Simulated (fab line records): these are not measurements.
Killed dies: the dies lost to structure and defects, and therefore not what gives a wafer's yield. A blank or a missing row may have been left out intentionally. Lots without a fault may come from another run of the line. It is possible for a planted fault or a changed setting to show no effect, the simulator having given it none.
fab line records	flow n5-finfet
record: lots: 24	wafers: 72	last-day: 18
route steps=1938 shown SDB@373 HKMG_FIN@409
lots that met no fault: from a run of the same line without faults
start-h: start of the lot's first displayed wafer, in hours after the record's first day	wait-h: hours from the lot's prior step to this one	" same as the row above	L1.1+2: one row covering several wafers at once	- no value, or no start given	* or withheld: withheld	< > ~ a bound
route shown NAME@n: NAME is a module with steps in the file, n the number in the route of the first one	usual: mean/standard deviation taken from wafers without a fault	same: alike in all rows	chamber/n: place in a boat	sites: per-site readings	_std_site: how widely they spread, as a standard deviation	_edge_site: the outer-site mean with the inner-site mean subtracted	radius-mm: how far each site lies from the wafer's centre	mask NAME#n: copy n	behind: tool/chamber where the wafer was last shaped	hold: why the lot was held/for how many hours/how that ended	device: whichever transistor did not switch (one of n, p or np)	end of line: tests of these same wafers at the route's end	where a step has no rows: the recipe by itself	killed: not the wafer's yield, but the dies lost to structure and defects at the first sort	map: dies across one wafer; x = killed, . = not, _ = none there
set.NAME: the run value of the setting; set.NAME@STEP: its run value at that earlier step	model.NAME: the simulator's own value behind a step, which no gauge read
a sample of lots followed through the steps of the route, with each step as a table and each wafer as a row
services: the hour from which a tool's chamber was out of use, counted from the record's first day as start-h (under 0 if before that day), plus the number of hours and why
== steps ==
step: N5_SDB_ALD_29
recipe: material: SiNx	target-thk-a: 300	temp-c: 400	ald-precursor-family: SiH2I2	ald-co-reactant: N2/H2-plasma	pulse-time-s: 1	ald-cycles: 600	purge-time-s: 2	co-reactant-purge-time-s: 2	pressure-torr: 2
usual: heater-power-outer-w: 498/38	heater-power-w: 826/67	precursor-pulse-height-rel: 1.001/0.018	susceptor-temp-C: 399.97/0.21
lot.wafer	tool	chamber	start-h	wait-h	heater-power-outer-w	heater-power-w	precursor-pulse-height-rel	susceptor-temp-C
L074.1	ald-sin-04	1	68.41	0.0	509	839	0.976	400.01
L074.4	"	0	"	"	495	812	1.001	400.07
L074.5	"	3	69.76	1.4	520	901	1.017	399.76
L075.3	ald-sin-02	1	75.61	0.0	502	844	0.988	399.82
L075.4	"	3	"	"	531	913	1.008	400.07
L075.6	"	1	76.97	1.4	504	786	0.991	399.88
L076.2	ald-sin-03	0	81.19	0.0	418	724	0.998	399.89
L076.3	"	3	"	"	508	833	0.981	399.97
L076.5	"	1	82.54	1.4	491	824	1.005	400.27
L077.2	ald-sin-03	0	86.10	0.7	408	744	0.993	399.86
L077.3	"	3	"	"	527	846	1.038	400.60
L077.5	"	3	87.45	2.0	514	840	1.008	400.20
L078.1	ald-sin-03	3	90.69	0.8	502	858	0.988	400.06
L078.2	"	2	"	"	577	965	1.009	399.99
L078.6	"	0	92.04	2.2	405	726	0.999	399.99
L079.1	ald-sin-03	3	98.89	0.0	509	821	1.004	399.84
L079.2	"	1	"	"	498	807	1.013	400.23
L079.5	"	0	100.24	1.4	413	717	1.017	400.17
L080.2	ald-sin-02	3	105.25	0.1	517	847	0.981	399.98
L080.3	"	1	"	"	487	771	1.004	400.05
L080.5	"	0	106.60	1.4	473	790	0.994	399.90
L081.2	ald-sin-02	1	111.21	0.0	500	789	1.036	400.23
L081.5	"	1	112.56	1.4	500	775	1.014	400.12
L081.6	"	0	"	"	452	791	0.990	400.17
L082.1	ald-sin-04	3	117.95	0.0	515	910	1.003	399.90
L082.2	"	1	"	"	493	846	0.989	400.31
L082.3	"	2	"	"	470	783	0.978	399.90
L083.4	ald-sin-04	0	127.26	0.0	486	798	0.988	400.11
L083.5	"	3	128.61	1.4	519	931	0.991	399.92
L083.6	"	0	"	"	492	830	1.003	400.21
L084.2	ald-sin-02	1	128.93	0.0	493	775	1.008	399.78
L084.3	"	2	"	"	498	795	0.972	399.84
L084.4	"	0	"	"	472	772	0.981	399.83
L085.4	ald-sin-04	1	134.02	0.0	506	829	1.020	400.15
L085.5	"	2	135.38	1.4	478	751	1.035	400.34
L085.6	"	1	"	"	522	836	0.977	400.25
L086.2	ald-sin-03	2	138.30	0.0	566	950	1.018	399.36
L086.4	"	1	"	"	498	800	1.000	400.03
L086.5	"	0	139.65	1.4	424	734	0.999	400.03
L087.2	ald-sin-03	2	145.10	0.0	552	963	0.975	399.77
L087.3	"	0	"	"	427	727	0.997	399.86
L087.6	"	2	146.45	1.4	569	957	1.018	399.94
L088.1	ald-sin-02	1	153.02	0.3	476	779	0.973	400.32
L088.3	"	0	"	"	471	774	1.027	400.17
L088.4	"	3	"	"	516	849	0.973	400.34
L089.3	ald-sin-03	3	155.47	0.0	521	844	1.049	399.60
L089.4	"	1	"	"	497	815	0.998	400.09
L089.5	"	2	156.82	1.4	559	948	1.025	400.19
L090.3	ald-sin-04	3	161.83	0.0	526	920	0.993	400.58
L090.4	"	0	"	"	491	822	1.025	399.88
L090.6	"	1	163.18	1.4	519	844	1.011	400.02
L092.1	ald-sin-02	3	174.85	0.7	524	842	0.973	400.00
L092.4	"	2	"	"	499	782	1.016	399.62
L092.6	"	2	176.20	2.0	496	811	1.001	399.44
L091.2	ald-sin-04	1	176.46	0.0	518	826	1.007	400.19
L091.4	"	2	"	"	474	793	1.017	399.78
L091.5	"	3	177.81	1.4	514	914	0.984	400.08
L093.1	ald-sin-02	1	181.06	0.0	492	783	0.996	399.98
L093.2	"	0	"	"	451	769	0.998	400.14
L093.6	"	3	182.41	1.4	510	827	0.973	399.52
L094.2	ald-sin-04	3	186.06	0.1	519	925	1.014	400.02
L094.3	"	2	"	"	468	784	0.997	399.82
L094.6	"	0	187.42	1.5	496	824	1.034	399.98
L095.1	ald-sin-03	1	193.70	0.0	468	778	0.969	400.06
L095.3	"	0	"	"	419	719	1.018	399.86
L095.5	"	1	195.05	1.4	467	807	1.012	399.82
L096.1	ald-sin-03	0	200.51	0.0	432	716	1.014	400.10
L096.2	"	2	"	"	562	960	1.021	400.15
L096.5	"	2	201.86	1.4	580	954	0.992	400.18
L097.1	ald-sin-03	0	207.19	0.0	426	725	0.973	399.81
L097.2	"	1	"	"	470	789	0.982	399.97
L097.4	"	3	"	"	473	787	0.989	399.81
step: N5_SDB_INSPECT_36
recipe: inspect-instrument: darkfield	mode: post-cmp
usual: raw-defect-count: 35/14
lot.wafer	tool	chamber	start-h	wait-h	raw-defect-count
L074.1	defect-inspect-02	-	71.46	0.0	68
L074.4	"	-	"	"	47
L074.5	"	-	"	"	25
L075.3	defect-inspect-02	-	78.76	0.0	29
L075.4	"	-	"	"	28
L075.6	"	-	"	"	31
L076.2	defect-inspect-02	-	84.26	0.0	56
L076.3	"	-	"	"	42
L076.5	"	-	"	"	43
L077.2	defect-inspect-02	-	89.16	0.0	25
L077.3	"	-	"	"	44
L077.5	"	-	"	"	42
L078.1	defect-inspect-02	-	93.74	0.0	17
L078.2	"	-	"	"	23
L078.6	"	-	"	"	26
L079.1	defect-inspect-02	-	101.95	0.0	43
L079.2	"	-	"	"	46
L079.5	"	-	"	"	30
L080.2	defect-inspect-02	-	108.30	0.0	38
L080.3	"	-	"	"	51
L080.5	"	-	"	"	44
L081.2	defect-inspect-02	-	114.28	0.0	63
L081.5	"	-	"	"	24
L081.6	"	-	"	"	53
L082.1	defect-inspect-01	-	121.00	0.0	27
L082.2	"	-	"	"	33
L082.3	"	-	"	"	20
L083.4	defect-inspect-01	-	130.32	0.0	33
L083.5	"	-	"	"	32
L083.6	"	-	"	"	64
L084.2	defect-inspect-02	-	131.99	0.0	26
L084.3	"	-	"	"	43
L084.4	"	-	"	"	30
L085.4	defect-inspect-02	-	137.09	0.0	32
L085.5	"	-	"	"	42
L085.6	"	-	"	"	28
L086.2	defect-inspect-01	-	141.35	0.0	22
L086.4	"	-	"	"	24
L086.5	"	-	"	"	37
L087.2	defect-inspect-01	-	148.15	0.0	51
L087.3	"	-	"	"	46
L087.6	"	-	"	"	71
L088.1	defect-inspect-01	-	156.08	0.0	22
L088.3	"	-	"	"	27
L088.4	"	-	"	"	21
L089.3	defect-inspect-01	-	158.52	0.0	33
L089.4	"	-	"	"	15
L089.5	"	-	"	"	31
L090.3	defect-inspect-02	-	164.89	0.0	47
L090.4	"	-	"	"	35
L090.6	"	-	"	"	38
L092.1	defect-inspect-01	-	177.90	0.0	42
L092.4	"	-	"	"	55
L092.6	"	-	"	"	19
L091.2	defect-inspect-02	-	179.53	0.0	13
L091.4	"	-	"	"	32
L091.5	"	-	"	"	46
L093.1	defect-inspect-01	-	184.11	0.0	24
L093.2	"	-	"	"	29
L093.6	"	-	"	"	32
L094.2	defect-inspect-01	-	189.12	0.0	37
L094.3	"	-	"	"	16
L094.6	"	-	"	"	48
L095.1	defect-inspect-01	-	196.87	0.0	16
L095.3	"	-	"	"	13
L095.5	"	-	"	"	16
L096.1	defect-inspect-01	-	203.56	0.0	34
L096.2	"	-	"	"	48
L096.5	"	-	"	"	42
L097.1	defect-inspect-01	-	210.24	0.0	13
L097.2	"	-	"	"	31
L097.4	"	-	"	"	11
step: N5_HKMG_FIN_STRIP_60
recipe: chemistry: N2/H2	power-w: 2500	temp-c: 300	h2-frac: 0.65	time-s: 360	pressure-mtorr: withheld	n2-flow-sccm: 1750	h2-flow-sccm: 3250
usual: drypump-motor-current-A: 5.8/0.5	heater-power-w: 458/52
lot.wafer	tool	chamber	start-h	wait-h	drypump-motor-current-A	heater-power-w	rf-hours-counter-h
L074.1	plasma-asher-02	0	74.01	0.0	4.9	414	82
L074.4	"	1	"	"	6.1	531	-
L074.5	"	0	"	"	4.9	397	-
L075.3	plasma-asher-02	1	81.57	0.1	6.0	553	-
L075.4	"	0	"	"	4.9	395	-
L075.6	"	1	"	"	6.1	543	-
L076.2	plasma-asher-01	1	87.02	0.1	5.8	464	41
L076.3	"	0	"	"	6.2	418	-
L076.5	"	1	"	"	5.9	475	-
L077.2	plasma-asher-01	0	91.94	0.0	6.2	415	42
L077.3	"	1	"	"	5.8	474	-
L077.5	"	0	"	"	6.2	431	-
L078.1	plasma-asher-01	0	96.29	0.0	6.2	423	42
L078.2	"	1	"	"	5.9	464	42
L078.6	"	0	"	"	6.2	419	-
L079.1	plasma-asher-01	0	104.65	0.0	6.2	426	44
L079.2	"	1	"	"	5.8	457	44
L079.5	"	0	"	"	6.2	426	-
L080.2	plasma-asher-01	0	110.90	0.0	6.2	424	46
L080.3	"	1	"	"	5.9	466	-
L080.5	"	1	"	"	5.9	457	-
L081.2	plasma-asher-01	1	116.96	0.0	5.9	464	47
L081.5	"	0	"	"	6.3	419	-
L081.6	"	1	"	"	5.9	477	-
L082.1	plasma-asher-02	1	123.92	0.0	6.1	532	91
L082.2	"	0	"	"	4.9	415	91
L082.3	"	0	"	"	4.9	401	-
L083.4	plasma-asher-02	1	133.09	0.1	6.1	540	-
L083.5	"	0	"	"	4.9	389	-
L083.6	"	1	"	"	6.1	529	-
L084.2	plasma-asher-01	1	134.46	0.0	5.9	467	50
L084.3	"	1	"	"	5.9	475	-
L084.4	"	0	"	"	6.2	422	-
L085.4	plasma-asher-01	0	139.77	0.1	6.2	421	-
L085.5	"	0	"	"	6.2	422	-
L085.6	"	1	"	"	5.8	471	-
L086.2	plasma-asher-02	1	143.86	0.0	6.1	533	95
L086.4	"	0	"	"	4.9	404	-
L086.5	"	0	"	"	4.9	400	-
L087.2	plasma-asher-01	0	150.85	0.0	6.2	421	55
L087.3	"	1	"	"	5.8	465	-
L087.6	"	1	"	"	5.8	469	-
L088.1	plasma-asher-02	1	158.67	0.0	6.1	543	98
L088.3	"	0	"	"	4.9	399	-
L088.4	"	1	"	"	6.1	545	-
L089.3	plasma-asher-02	1	161.27	0.1	6.1	551	-
L089.4	"	0	"	"	4.9	414	-
L089.5	"	0	"	"	4.9	403	-
L090.3	plasma-asher-02	1	167.54	0.1	6.1	549	-
L090.4	"	0	"	"	4.9	407	-
L090.6	"	0	"	"	4.9	405	-
L092.1	plasma-asher-01	1	180.56	0.0	5.9	470	60
L092.4	"	1	"	"	5.9	461	-
L092.6	"	0	"	"	6.2	425	-
L091.2	plasma-asher-02	0	182.47	0.0	4.9	406	102
L091.4	"	1	"	"	6.0	565	-
L091.5	"	0	"	"	4.9	403	-
L093.1	plasma-asher-02	0	186.67	0.0	4.9	413	103
L093.2	"	1	"	"	6.1	525	103
L093.6	"	1	"	"	6.1	547	-
L094.2	plasma-asher-02	0	191.84	0.0	4.9	410	104
L094.3	"	1	"	"	6.0	531	-
L094.6	"	0	"	"	4.9	411	-
L095.1	plasma-asher-01	0	199.36	0.0	6.2	430	64
L095.3	"	0	"	"	6.2	426	-
L095.5	"	1	"	"	5.9	472	-
L096.1	plasma-asher-01	1	207.96	0.0	5.9	465	65
L096.2	"	0	"	"	6.2	416	65
L096.5	"	1	"	"	5.8	461	-
L097.1	plasma-asher-01	0	213.92	0.0	6.2	418	66
L097.2	"	1	"	"	5.8	469	66
L097.4	"	0	"	"	6.2	408	-
step: N5_HKMG_FIN_ALD_36
recipe: material: TiN	target-thk-a: 10	temp-c: 400	ald-precursor-family: TiCl4	ald-co-reactant: NH3	pulse-time-s: 1	purge-time-s: 3	co-reactant-purge-time-s: 2	co-reactant-pulse-time-s: 2	ald-cycles: 47	pressure-torr: 3
usual: heater-power-outer-w: 520/48	heater-power-w: 858/82	precursor-pulse-height-rel: 1.002/0.02	susceptor-temp-C: 400.00/0.23
lot.wafer	tool	chamber	start-h	wait-h	heater-power-outer-w	heater-power-w	precursor-pulse-height-rel	susceptor-temp-C
L074.1	ald-metal-01	2	75.26	0.0	553	876	0.981	400.13
L074.4	"	3	"	"	524	848	1.012	399.62
L074.5	"	1	"	"	620	1001	0.987	400.05
L075.3	ald-metal-03	1	82.87	0.0	477	741	1.027	399.63
L075.4	"	2	"	"	498	813	1.000	399.87
L075.6	"	0	"	"	490	896	1.016	399.95
L076.2	ald-metal-03	1	88.29	0.0	463	756	0.993	399.98
L076.3	"	2	"	"	496	810	0.972	399.76
L076.5	"	2	"	"	500	812	0.953	399.78
L077.2	ald-metal-02	1	93.21	0.0	433	727	1.026	399.88
L077.3	"	3	"	"	580	945	0.989	399.95
L077.5	"	3	"	"	595	954	0.951	400.24
L078.1	ald-metal-03	1	97.54	0.0	473	745	0.998	400.10
L078.2	"	0	"	"	503	891	1.012	400.35
L078.6	"	2	"	"	514	812	1.005	399.78
L079.1	ald-metal-01	1	105.99	0.0	613	979	1.026	400.36
L079.2	"	0	"	"	516	856	1.013	399.86
L079.5	"	1	"	"	618	992	0.976	400.04
L080.2	ald-metal-01	3	112.40	0.0	515	862	0.991	399.91
L080.3	"	0	"	"	515	867	1.028	400.17
L080.5	"	3	"	"	529	838	0.983	400.06
L081.2	ald-metal-02	2	118.37	0.0	459	789	0.994	400.17
L081.5	"	0	"	"	536	920	0.977	400.25
L081.6	"	2	"	"	455	792	0.973	400.11
L082.1	ald-metal-03	2	125.24	0.0	487	807	1.051	400.00
L082.2	"	1	"	"	484	751	0.993	400.40
L082.3	"	3	"	"	483	745	0.977	399.92
L083.4	ald-metal-01	0	134.32	0.0	506	830	1.001	399.62
L083.5	"	0	"	"	516	874	0.977	399.97
L083.6	"	1	"	"	622	1004	1.011	400.22
L084.2	ald-metal-02	2	135.71	0.0	466	800	1.008	399.90
L084.3	"	3	"	"	598	952	0.996	400.07
L084.4	"	1	"	"	430	723	1.004	399.62
L085.4	ald-metal-03	3	140.91	0.0	492	769	1.024	399.90
L085.5	"	0	"	"	503	922	1.032	400.40
L085.6	"	3	"	"	489	770	1.011	400.01
L086.2	ald-metal-01	0	145.18	0.0	530	885	1.001	400.16
L086.4	"	2	"	"	549	876	0.984	399.95
L086.5	"	1	"	"	615	1007	0.994	399.69
L087.2	ald-metal-01	3	152.29	0.0	519	858	1.022	399.73
L087.3	"	1	"	"	618	1016	0.998	400.28
L087.6	"	1	"	"	616	1002	1.027	400.57
L088.1	ald-metal-03	3	160.08	0.0	498	769	0.987	400.19
L088.3	"	1	"	"	463	744	0.999	399.75
L088.4	"	0	"	"	493	918	1.021	399.60
L089.3	ald-metal-01	1	162.40	0.0	622	997	1.002	399.64
L089.4	"	2	"	"	552	858	0.992	400.05
L089.5	"	2	"	"	555	856	0.973	400.37
L090.3	ald-metal-03	2	168.66	0.0	497	787	0.981	400.13
L090.4	"	3	"	"	492	744	1.014	400.12
L090.6	"	3	"	"	476	751	0.979	400.17
L092.1	ald-metal-02	1	181.83	0.0	439	724	0.943	400.45
L092.4	"	0	"	"	538	889	1.018	400.25
L092.6	"	1	"	"	432	708	0.987	400.42
L091.2	ald-metal-03	1	183.90	0.0	475	746	0.997	399.95
L091.4	"	2	"	"	501	810	1.021	399.95
L091.5	"	0	"	"	487	915	1.033	400.07
L093.1	ald-metal-02	3	187.92	0.0	599	952	0.984	400.25
L093.2	"	0	"	"	538	928	1.033	400.22
L093.6	"	1	"	"	430	733	1.017	400.10
L094.2	ald-metal-01	3	193.18	0.0	520	861	0.993	399.69
L094.3	"	1	"	"	631	996	0.998	400.28
L094.6	"	3	"	"	511	869	0.994	399.52
L095.1	ald-metal-01	2	200.62	0.0	539	877	1.025	399.99
L095.3	"	3	"	"	535	859	1.026	400.58
L095.5	"	3	"	"	518	851	1.026	400.23
L096.1	ald-metal-01	1	209.22	0.0	600	1029	0.986	400.19
L096.2	"	3	"	"	528	851	1.005	400.19
L096.5	"	3	"	"	517	852	1.011	400.15
L097.1	ald-metal-03	1	215.29	0.0	481	730	1.018	400.01
L097.2	"	2	"	"	499	831	1.017	400.07
L097.4	"	3	"	"	503	747	0.999	399.62
step: N5_HKMG_FIN_OVL_MEAS_13
recipe: points-per-wafer: 44
usual: NWFM_OVL: 0.1/0.84
lot.wafer	tool	chamber	start-h	wait-h	NWFM_OVL[nm]
L074.1	overlay-01	0	76.45	0.0	0.2
L074.4	"	0	"	"	0.3
L074.5	"	0	"	"	0.0
L075.3	overlay-02	0	83.94	0.0	0.3
L075.4	"	0	"	"	0.6
L075.6	"	0	"	"	-0.3
L076.2	overlay-02	0	89.48	0.0	0.9
L076.3	"	0	"	"	1.3
L076.5	"	0	"	"	2.2
L077.2	overlay-01	0	94.39	0.0	-0.9
L077.3	"	0	"	"	-0.5
L077.5	"	0	"	"	-0.6
L078.1	overlay-01	0	98.60	0.0	1.3
L078.2	"	0	"	"	1.0
L078.6	"	0	"	"	0.7
L079.1	overlay-01	0	107.18	0.0	-0.4
L079.2	"	0	"	"	-1.8
L079.5	"	0	"	"	-1.7
L080.2	overlay-02	0	113.59	0.0	0.8
L080.3	"	0	"	"	0.1
L080.5	"	0	"	"	0.7
L081.2	overlay-01	0	119.56	0.0	-1.2
L081.5	"	0	"	"	0.4
L081.6	"	0	"	"	0.6
L082.1	overlay-02	0	126.43	0.0	-0.2
L082.2	"	0	"	"	0.2
L082.3	"	0	"	"	1.7
L083.4	overlay-01	0	135.38	0.0	0.3
L083.5	"	0	"	"	0.6
L083.6	"	0	"	"	0.9
L084.2	overlay-02	0	136.90	0.0	-0.3
L084.3	"	0	"	"	0.6
L084.4	"	0	"	"	0.6
L085.4	overlay-01	0	142.09	0.0	1.1
L085.5	"	0	"	"	0.2
L085.6	"	0	"	"	1.2
L086.2	overlay-01	0	146.37	0.0	-0.6
L086.4	"	0	"	"	-0.7
L086.5	"	0	"	"	-1.2
L087.2	overlay-02	0	153.48	0.0	2.0
L087.3	"	0	"	"	2.3
L087.6	"	0	"	"	1.0
L088.1	overlay-02	0	161.27	0.0	1.5
L088.3	"	0	"	"	0.1
L088.4	"	0	"	"	-0.6
L089.3	overlay-02	0	163.48	0.0	-0.8
L089.4	"	0	"	"	-0.9
L089.5	"	0	"	"	-0.5
L090.3	overlay-01	0	169.85	0.0	-0.7
L090.4	"	0	"	"	-0.9
L090.6	"	0	"	"	-1.2
L092.1	overlay-01	0	183.02	0.0	0.2
L092.4	"	0	"	"	0.3
L092.6	"	0	"	"	0.3
L091.2	overlay-01	0	184.96	0.0	-0.2
L091.4	"	0	"	"	-0.3
L091.5	"	0	"	"	1.1
L093.1	overlay-02	0	188.98	0.0	0.6
L093.2	"	0	"	"	0.5
L093.6	"	0	"	"	1.5
L094.2	overlay-01	0	194.38	0.0	0.0
L094.3	"	0	"	"	0.2
L094.6	"	0	"	"	-0.6
L095.1	overlay-02	0	201.68	0.0	0.1
L095.3	"	0	"	"	0.0
L095.5	"	0	"	"	-0.1
L096.1	overlay-02	0	210.28	0.0	-0.1
L096.2	"	0	"	"	-0.4
L096.5	"	0	"	"	-1.1
L097.1	overlay-02	0	216.48	0.0	-0.8
L097.2	"	0	"	"	0.5
L097.4	"	0	"	"	-0.4
step: N5_HKMG_FIN_ETCH_31
recipe: chemistry: CF4	target: SiARC	target-depth-a: 455	mask-material: CAR-ArF	time-s: 75.8	ion-energy-ev: 80	pressure-mtorr: 40	source-w: 545	bias-w: 36	Ar_flow_sccm: 100	cf4-flow-sccm: 100	ends: cleared
usual: drypump-motor-current-A: 5.6/0.56	etch-rf-on-time-s: 76.2/1.9	oes-product-au: 0.67/0.077	rf-vpp-V: 184.2/1.1	showerhead-plenum-p-Torr: 2.16/0.069	throttle-valve-pct: 15.57/0.22
lot.wafer	tool	chamber	start-h	wait-h	drypump-motor-current-A	etch-rf-on-time-s	oes-product-au	rf-hours-counter-h	rf-vpp-V	showerhead-plenum-p-Torr	throttle-valve-pct
L074.1	rie-diel-02	2	76.54	0.0	4.7	77.4	0.70	81	186.3	2.24	15.22
L074.4	"	0	"	"	5.5	72.7	0.72	91	183.5	2.16	15.41
L074.5	"	0	"	"	5.5	73.2	0.72	-	184.6	2.16	15.40
L075.3	rie-diel-06	2	84.03	0.0	6.4	76.0	0.57	247	182.5	2.03	15.81
L075.4	"	3	"	"	5.7	74.4	0.60	216	183.5	2.12	15.57
L075.6	"	2	"	"	6.4	76.6	0.57	-	183.1	2.03	15.81
L076.2	rie-diel-05	1	89.57	0.0	5.4	76.0	0.60	206	183.5	2.13	15.65
L076.3	"	3	"	"	5.7	77.9	0.59	236	184.6	2.10	15.93
L076.5	"	3	"	"	5.8	78.1	0.59	-	184.0	2.10	15.93
L077.2	rie-diel-05	0	94.49	0.0	5.4	77.6	0.69	82	184.0	2.08	15.42
L077.3	"	1	"	"	5.4	76.6	0.60	210	183.6	2.13	15.64
L077.5	"	3	"	"	5.7	77.8	0.59	-	183.6	2.10	15.95
L078.1	rie-diel-05	1	98.72	0.0	5.4	77.0	0.60	212	182.0	2.13	15.65
L078.2	"	0	"	"	5.5	77.1	0.70	85	183.3	2.08	15.44
L078.6	"	2	"	"	6.5	80.0	0.81	-	184.7	2.29	15.40
L079.1	rie-diel-02	0	107.29	0.0	5.5	72.3	0.71	102	184.1	2.15	15.42
L079.2	"	3	"	"	6.5	74.7	0.62	179	183.1	2.13	15.77
L079.5	"	0	"	"	5.5	72.9	0.70	-	184.9	2.15	15.43
L080.2	rie-diel-06	2	113.68	0.0	6.4	72.9	0.85	3	186.1	2.28	15.34
L080.3	"	3	"	"	5.7	75.3	0.60	232	182.6	2.11	15.60
L080.5	"	1	"	"	5.5	77.0	0.59	-	184.6	2.19	15.93
L081.2	rie-diel-06	0	119.65	0.0	4.8	74.8	0.77	29	184.2	2.09	15.35
L081.5	"	0	"	"	4.9	74.3	0.76	-	185.3	2.09	15.35
L081.6	"	3	"	"	5.7	75.4	0.60	-	182.9	2.11	15.61
L082.1	rie-diel-02	0	126.57	0.0	5.5	73.3	0.70	111	183.9	2.15	15.45
L082.2	"	3	"	"	6.5	75.2	0.61	188	183.6	2.13	15.79
L082.3	"	1	"	"	5.3	76.1	0.65	155	184.9	2.17	15.66
L083.4	rie-diel-02	3	135.47	0.0	6.5	76.2	0.61	191	184.2	2.13	15.81
L083.5	"	2	"	"	4.7	78.5	0.67	-	185.3	2.23	15.27
L083.6	"	1	"	"	5.3	76.4	0.64	-	184.2	2.17	15.66
L084.2	rie-diel-05	2	136.99	0.0	6.5	79.5	0.77	15	186.8	2.29	15.43
L084.3	"	0	"	"	5.5	77.5	0.68	99	182.0	2.08	15.47
L084.4	"	2	"	"	6.5	80.0	0.78	-	186.0	2.29	15.43
L085.4	rie-diel-06	0	142.18	0.0	4.8	75.4	0.76	36	183.4	2.09	15.37
L085.5	"	0	"	"	4.8	75.7	0.75	-	182.8	2.09	15.37
L085.6	"	1	"	"	5.5	77.0	0.59	-	186.0	2.19	15.97
L086.2	rie-diel-02	3	146.46	0.0	6.5	75.2	0.61	195	180.8	2.13	15.80
L086.4	"	1	"	"	5.3	76.8	0.64	161	183.9	2.17	15.66
L086.5	"	0	"	"	5.5	73.8	0.69	-	182.9	2.15	15.46
L087.2	rie-diel-05	2	153.57	0.0	6.5	78.9	0.76	22	186.0	2.28	15.44
L087.3	"	3	"	"	5.7	79.5	0.80	4	183.3	2.09	15.50
L087.6	"	3	"	"	5.7	79.3	0.80	-	183.5	2.09	15.51
L088.1	rie-diel-05	3	161.36	0.0	5.7	79.2	0.79	7	182.1	2.09	15.52
L088.3	"	2	"	"	6.5	79.7	0.75	25	184.5	2.28	15.45
L088.4	"	0	"	"	5.5	78.5	0.68	107	183.7	2.08	15.51
L089.3	rie-diel-05	2	163.79	0.0	6.5	79.1	0.75	27	185.5	2.28	15.44
L089.4	"	1	"	"	5.4	76.0	0.59	238	184.0	2.12	15.69
L089.5	"	1	"	"	5.4	75.8	0.58	-	184.0	2.12	15.70
L090.3	rie-diel-06	1	170.25	0.0	5.5	76.9	0.59	235	184.2	2.19	15.98
L090.4	"	2	"	"	6.4	73.5	0.79	21	186.7	2.28	15.37
L090.6	"	2	"	"	6.4	72.6	0.80	-	185.7	2.28	15.37
L092.1	rie-diel-02	0	183.11	0.0	5.5	73.4	0.69	129	183.9	2.14	15.49
L092.4	"	3	"	"	6.5	75.2	0.61	208	184.4	2.12	15.84
L092.6	"	3	"	"	6.5	75.1	0.60	-	182.8	2.12	15.82
L091.2	rie-diel-06	0	185.05	0.0	4.8	75.5	0.74	51	183.3	2.09	15.39
L091.4	"	1	"	"	5.4	76.8	0.58	-	184.3	2.18	15.99
L091.5	"	2	"	"	6.4	73.2	0.79	-	184.9	2.28	15.40
L093.1	rie-diel-06	1	189.08	0.0	5.5	76.6	0.58	243	182.8	2.18	16.01
L093.2	"	2	"	"	6.4	72.5	0.78	29	185.1	2.27	15.38
L093.6	"	2	"	"	6.4	73.4	0.78	-	185.2	2.27	15.39
L094.2	rie-diel-05	3	194.47	0.0	5.7	78.8	0.77	18	183.3	2.09	15.54
L094.3	"	0	"	"	5.4	76.1	0.68	117	183.5	2.07	15.49
L094.6	"	2	"	"	6.5	79.3	0.74	-	185.5	2.28	15.48
L095.1	rie-diel-02	2	202.62	0.0	4.7	78.4	0.66	128	184.8	2.22	15.32
L095.3	"	0	"	"	5.5	73.3	0.68	137	184.6	2.14	15.48
L095.5	"	2	"	"	4.7	78.3	0.66	-	185.4	2.22	15.32
L096.1	rie-diel-06	2	211.25	0.0	6.4	73.4	0.76	39	186.6	2.27	15.40
L096.2	"	0	"	"	4.8	76.4	0.72	63	183.2	2.08	15.41
L096.5	"	0	"	"	4.8	76.4	0.71	-	183.2	2.08	15.41
L097.1	rie-diel-02	3	216.57	0.0	6.4	76.6	0.59	223	183.5	2.12	15.87
L097.2	"	2	"	"	4.7	78.0	0.65	135	183.9	2.22	15.31
L097.4	"	0	"	"	5.5	73.4	0.67	144	183.5	2.14	15.51
== services ==
tool	chamber	start-h	hours	kind
rie-diel-05	-	47.18	1.8	repair
ald-metal-03	-	60.05	0.3	repair
ald-metal-02	-	60.06	0.9	repair
ald-sin-03	2	71.24	4.0	repair
ald-metal-03	3	72.41	25.3	repair
plasma-asher-02	-	84.41	1.2	repair
ald-sin-02	-	85.25	14.0	pm
rie-diel-06	0	93.20	17.5	repair
plasma-asher-02	-	97.19	2.7	repair
ald-metal-03	-	99.22	0.8	repair
ald-sin-04	0	100.88	8.9	repair
ald-metal-03	-	105.92	14.6	pm
ald-metal-02	1	110.16	20.2	repair
rie-diel-05	2	111.68	4.3	repair
rie-diel-05	0	153.50	6.6	repair
ald-metal-03	-	156.72	0.3	repair
ald-metal-01	-	164.29	0.6	repair
ald-sin-03	-	177.57	14.0	pm
plasma-asher-02	-	193.41	0.7	repair
ald-metal-02	-	198.18	6.0	pm
rie-diel-05	-	198.73	14.6	pm
ald-sin-04	2	202.84	1.5	repair
ald-metal-02	-	205.63	1.7	repair
ald-sin-04	3	216.15	3.2	repair
== key ==
fault none
